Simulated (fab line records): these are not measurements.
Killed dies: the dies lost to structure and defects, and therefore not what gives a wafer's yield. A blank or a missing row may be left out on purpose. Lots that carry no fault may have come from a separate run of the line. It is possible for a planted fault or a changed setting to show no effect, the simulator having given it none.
A lot that was struck, set against a sound lot -- flow n5Finfet -- 16 steps out of a route of 1938
Sound: these wafers, L252.1, L252.2, L252.4. Struck: wafers L266.1, L266.3, L266.5. Last of all comes the cause.
For every step that has rows: the tool of each side, followed by ch and its chambers, followed by its first start. Under that, the readings that differ: sound wafers -- struck wafers -- difference of the means -- sigmas: that difference in standard deviations of wafers without a fault.
alike: same words and numbers on both sides, and readings whose means sit less than 2 such deviations apart. not compared: any withheld reading, any reading some wafer has no value for, any bound like >300 that may hide the same value, and any number with overlapping values for which the record gives no deviation.
Wherever a step has rows on one side only, a row that says differs or no value, or a row with sigmas, the two part there. Numbers that have no deviation but don't overlap get no sigmas and don't part them. Lack of a reading on every wafer of one side parts them only where that side has two or more wafers.

N5_HKMG_FIN_STRIP_60: strips in N2/H2, time 360 s.
  sound on plasmaAsher-02 ch 0,1, day 4 13:11; struck on plasmaAsher-02 ch 0,1, day 8 00:55
  alike: drypumpMotorCurrentA, heaterPowerW
  not compared: rfHoursCounterH
then, 2 steps without rows for these wafers: N5_HKMG_FIN_WET_ETCH_77 (etches La2O3 in dHCl, stops on HfO2, target depth 2 nm); N5_HKMG_FIN_WET_ETCH_78 (etches Al2O3 in dNH4OH, stops on La2O3, target depth 4.5 nm, rinse time 30 s).
N5_HKMG_FIN_ALD_79: deposits TiN, target thk 1.5 nm, pulse time 1 s, purge time 3 s.
  sound on aldMetal-02 ch 0,1,2, day 4 13:41; struck on aldMetal-02 ch 0,1,3, day 8 01:23
  alike: aldCycles, heaterPowerW, precursorPulseHeightRel, susceptorTempC
N5_HKMG_FIN_CVD_62: deposits a-Si from Si2H6, target thk 3 nm, time 20.8 s.
  sound on thermalCvdSi-01 ch 0,1,2, day 4 14:03; struck on thermalCvdSi-01 ch 0,2, day 8 01:45
  alike: heaterPowerW, susceptorTempC
then, 5 steps without rows for these wafers: N5_HKMG_FIN_RTA_80 (time 2 s); N5_HKMG_FIN_PRECLEAN_64 (cleans in dHF, time 30 s); N5_HKMG_FIN_WET_ETCH_65 (etches a-Si in TMAH, stops on TiN, time 49 s, target depth 3 nm); N5_HKMG_FIN_WET_ETCH_81 (etches TiN in SC1, stops on HfO2, time 57 s, target depth 6 nm); N5_HKMG_FIN_WET_ETCH_82 (etches La2O3 in dHCl, stops on HfO2, target depth 2 nm, rinse time 30 s).
N5_HKMG_FIN_ALD_36: deposits TiN, target thk 1 nm, pulse time 1 s, purge time 3 s.
  sound on aldMetal-03 ch 1,2,3, day 4 14:27; struck on aldMetal-02 ch 2,3, day 8 02:10
  alike: aldCycles, heaterPowerW, precursorPulseHeightRel, susceptorTempC
N5_HKMG_FIN_THK_MEAS_70: measures by xrf.
  sound on filmMetro-01 at day 4 14:44; struck on filmMetro-02 at day 8 02:26
  alike: HK_THK
N5_HKMG_FIN_PWFM_ALD_03: deposits TiN, target thk 2 nm, pulse time 1 s, purge time 3 s.
  sound on aldMetal-04 ch 0,2,3, day 4 14:46; struck on aldMetal-04 ch 0,1,2, day 8 02:32
reading,sound,struck,difference,sigmas
aldCycles,91 91 91,81 81 81,-10,
susceptorTempC (C),399.86 400.07 400.05,- - -,no value on the struck wafers,
  alike: heaterPowerW, precursorPulseHeightRel
then, 1 step without rows for these wafers: N5_HKMG_FIN_COAT_29 (time 60 s, resist thk 300 nm).
-- a jump in the record: the struck wafers' starts before and after are 4 days apart (it breaks off in module HKMG_FIN and resumes in module BEOL_M4, where the first step shown is number 1111 of the route) --
N5_BEOL_M4_RC_MEAS_101:
  sound on prober-02 ch 0, day 8 20:29; struck on prober-01 ch 0, day 12 05:27
  alike: DIBL_N, DIBL_P, IOFF_N, IOFF_P, ION_N, ION_P, SS_N, SS_P, VT_N, VT_P
-- the record jumps here: 5 days lie between the struck wafers' starts before and after (it left off in module BEOL_M4 and takes up again in module PASSIVATION, whose first step shown is number 1936 of the route) --
N5_PASSIVATION_PROBE_49:
  sound on prober-02 at day 13 09:58; struck on prober-02 at day 17 15:24
  alike: defectLimitedYield, killed_at_M0_to_M3, killed_at_M4_up, killedAtContacts, killedAtFrontEnd, killedAtOther, killedDies, killedOpen, killedShort, sort_bin_5_function, sort_bin_6_memory, sortNPass, sortYieldPct

WHERE THEY PART
Only at N5_HKMG_FIN_PWFM_ALD_03, within this record. Later steps at which nothing parts them and some readings are alike: N5_BEOL_M4_RC_MEAS_101, N5_PASSIVATION_PROBE_49.

WHY: whatever the simulator had introduced
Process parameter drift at N5_HKMG_FIN_PWFM_ALD_03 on aldMetal-04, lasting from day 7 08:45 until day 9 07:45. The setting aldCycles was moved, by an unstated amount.
